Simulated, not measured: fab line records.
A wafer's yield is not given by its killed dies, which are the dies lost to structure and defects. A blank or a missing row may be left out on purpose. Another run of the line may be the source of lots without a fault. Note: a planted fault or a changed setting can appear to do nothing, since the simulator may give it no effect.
Matching of chambers || flow nandHarc || rieDiel-07 running NHARC_P_GATE_DESCUM_48: 4 sister chambers
The step chemistry O2, time 3 s. 8 wafers are shown with their chamber, then 8 later ones without.

== WAFERS PAIRED WITH THEIR CHAMBERS ==
{"wafer": "L077.4", "chamber": 3, "showerheadPlenumPTorr (Torr)": 1.95, "drypumpMotorCurrentA (A)": 5.1}
{"wafer": "L081.2", "chamber": 0, "showerheadPlenumPTorr (Torr)": 1.77, "drypumpMotorCurrentA (A)": 5.1}
{"wafer": "L081.3", "chamber": 1, "showerheadPlenumPTorr (Torr)": 1.97, "drypumpMotorCurrentA (A)": 4.9}
{"wafer": "L081.6", "chamber": 2, "showerheadPlenumPTorr (Torr)": 1.90, "drypumpMotorCurrentA (A)": 6.6}
{"wafer": "L082.1", "chamber": 2, "showerheadPlenumPTorr (Torr)": 1.90, "drypumpMotorCurrentA (A)": 6.6}
{"wafer": "L082.4", "chamber": 0, "showerheadPlenumPTorr (Torr)": 1.77, "drypumpMotorCurrentA (A)": 5.1}
{"wafer": "L082.6", "chamber": 1, "showerheadPlenumPTorr (Torr)": 1.97, "drypumpMotorCurrentA (A)": 4.9}
{"wafer": "L087.1", "chamber": 3, "showerheadPlenumPTorr (Torr)": 1.94, "drypumpMotorCurrentA (A)": 5.2}

== WAFERS MISSING THEIR CHAMBER ==
{"wafer": "L087.4", "showerheadPlenumPTorr (Torr)": 1.96, "drypumpMotorCurrentA (A)": 4.9}
{"wafer": "L087.6", "showerheadPlenumPTorr (Torr)": 1.76, "drypumpMotorCurrentA (A)": 5.1}
{"wafer": "L096.1", "showerheadPlenumPTorr (Torr)": 1.96, "drypumpMotorCurrentA (A)": 4.9}
{"wafer": "L096.2", "showerheadPlenumPTorr (Torr)": 1.89, "drypumpMotorCurrentA (A)": 6.6}
{"wafer": "L096.6", "showerheadPlenumPTorr (Torr)": 2.08, "drypumpMotorCurrentA (A)": 5.1}
{"wafer": "L097.3", "showerheadPlenumPTorr (Torr)": 2.08, "drypumpMotorCurrentA (A)": 5.1}
{"wafer": "L097.4", "showerheadPlenumPTorr (Torr)": 1.96, "drypumpMotorCurrentA (A)": 4.9}
{"wafer": "L097.6", "showerheadPlenumPTorr (Torr)": 1.96, "drypumpMotorCurrentA (A)": 4.9}

== CHAMBER TAKEN BY EACH ==
{"wafer": "L087.4", "from the rows above": 1, "in truth": 1}
{"wafer": "L087.6", "from the rows above": 0, "in truth": 0}
{"wafer": "L096.1", "from the rows above": 1, "in truth": 1}
{"wafer": "L096.2", "from the rows above": 2, "in truth": 2}
{"wafer": "L096.6", "from the rows above": 1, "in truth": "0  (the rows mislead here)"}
{"wafer": "L097.3", "from the rows above": 1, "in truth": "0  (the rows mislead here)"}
{"wafer": "L097.4", "from the rows above": 1, "in truth": 1}
{"wafer": "L097.6", "from the rows above": 1, "in truth": 1}
Correctly placed: 6 of 8. Number that these rows cannot place: 0. Number placed wrongly: 2.
How it was worked out, from the rows above alone: a wafer's distance from a chamber is the root of the sum, over the readings, of the square of ((its reading less the chamber's mean) divided by the reading's scatter). If the next closest chamber is less than 2 further off than the closest, the wafer can't be placed; otherwise it belongs to the closest. Each chamber's mean is taken over the wafers shown for it. The scatter is the square root of a quotient: the sum, over the shown wafers, of each reading's squared deviation from its chamber's mean, divided by wafers minus chambers.
